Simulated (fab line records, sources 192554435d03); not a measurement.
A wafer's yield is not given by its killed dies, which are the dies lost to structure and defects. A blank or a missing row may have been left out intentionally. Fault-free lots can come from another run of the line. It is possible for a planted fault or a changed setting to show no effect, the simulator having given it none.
Split-lot experiment | flow n5Finfet | 21 wafers read from 7 lots, route of 1938 steps

## ABOUT THE SPLIT
At N5_BEOL_M7_VIA_ETCH_34 (etches SiCOH lowk in C4F6/O2, target depth 125.5 nm, time 50.5 s), the setting biasW was moved away from the recipe's 185 W on 6 of the 21 wafers read, by -5.2% to +16.5%. The other wafers ran this setting at the recipe's value.

The split's own step is where the reading is taken.

## THE READING
rfVppV, in V, at N5_BEOL_M7_VIA_ETCH_34 (etches SiCOH lowk in C4F6/O2, target depth 125.5 nm, time 50.5 s). On this fab line, fault-free wafers typically give 666 V with a standard deviation of 9.6 V.

wafer  | tool, chamber at the split | biasW as run, W | against the recipe | rfVppV, V | against lot-mates on the recipe
L077.1 | rieDiel-06, 1              | 185             | recipe             | 658       | -
L077.4 | rieDiel-06, 1              | 185             | recipe             | 657       | -
L077.6 | rieDiel-06, 0              | 185             | recipe             | 655       | -
L080.2 | rieDiel-06, 3              | 185             | recipe             | 665       | -
L080.5 | rieDiel-06, 3              | 200.2           | +8.2%              | 706       | +46
L080.6 | rieDiel-06, 0              | 185             | recipe             | 654       | -
L082.4 | rieDiel-05, 2              | 175.3           | -5.2%              | 647       | -27
L082.5 | rieDiel-05, 0              | 185             | recipe             | 664       | -
L082.6 | rieDiel-05, 3              | 185             | recipe             | 684       | -
L090.3 | rieDiel-06, 1              | 215.6           | +16.5%             | 741       | +86
L090.5 | rieDiel-06, 0              | 185             | recipe             | 654       | -
L090.6 | rieDiel-06, 1              | 185             | recipe             | 657       | -
L092.1 | rieDiel-05, 3              | 199.6           | +7.9%              | 726       | +52
L092.4 | rieDiel-05, 0              | 185             | recipe             | 663       | -
L092.5 | rieDiel-05, 3              | 185             | recipe             | 684       | -
L089.2 | rieDiel-06, 1              | 208.5           | +12.7%             | 721       | +67
L089.3 | rieDiel-06, 2              | 185             | recipe             | 654       | -
L089.5 | rieDiel-06, 3              | 208.5           | +12.7%             | 730       | +76
L096.3 | rieDiel-01, 3              | 185             | recipe             | 661       | -
L096.5 | rieDiel-01, 1              | 185             | recipe             | 665       | -
L096.6 | rieDiel-01, 3              | 185             | recipe             | 659       | -

THE FIT
A straight line over all 21 wafers: rfVppV changes by +5 V for each +1% of biasW; r = +0.94; the points scatter about the line by 10 V.
The same after taking each lot's own level away (the mean of its wafers on the recipe; 21 wafers): +5.5 V for each +1%; r = +0.98; scatter 5.9 V.
According to that fit, moving biasW by its largest amount changes the reading by 91 V.
The span of the lots' own levels, 654.0 to 674.0 V, comes to 2.1 times the standard deviation stated above.
The two slopes are in agreement: the lot-to-lot level therefore moves the slope only a little.
Check: for one of the wafers moved furthest among these (+16.5%), held out of the fit, the line's prediction against its lot-mates is +94.8 V. Against them it came out at +85.5 V.
Tool readings at the split's step, against how far the setting was moved: rfVppV r = +0.94.

## THE OTHER SPLITS THESE WAFERS WENT THROUGH
Before the reading, these wafers also passed through other splits. Each is held against what the fit with the lots' levels taken away leaves over:
other split on the same wafers | wafers away from the commonest value | r with rfVppV (lot level and that fit taken away)
N5_BEOL_M4_COAT_73 spinRpm     | 4                                    | -0.20
N5_BEOL_M5_COAT_74 spinRpm     | 7                                    | -0.09
N5_BEOL_M5_COAT_22 spinRpm     | 5                                    | +0.04

## FILE'S OWN FIT
rfVppV changes by +5.52 V for each +1% of biasW, r = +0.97.
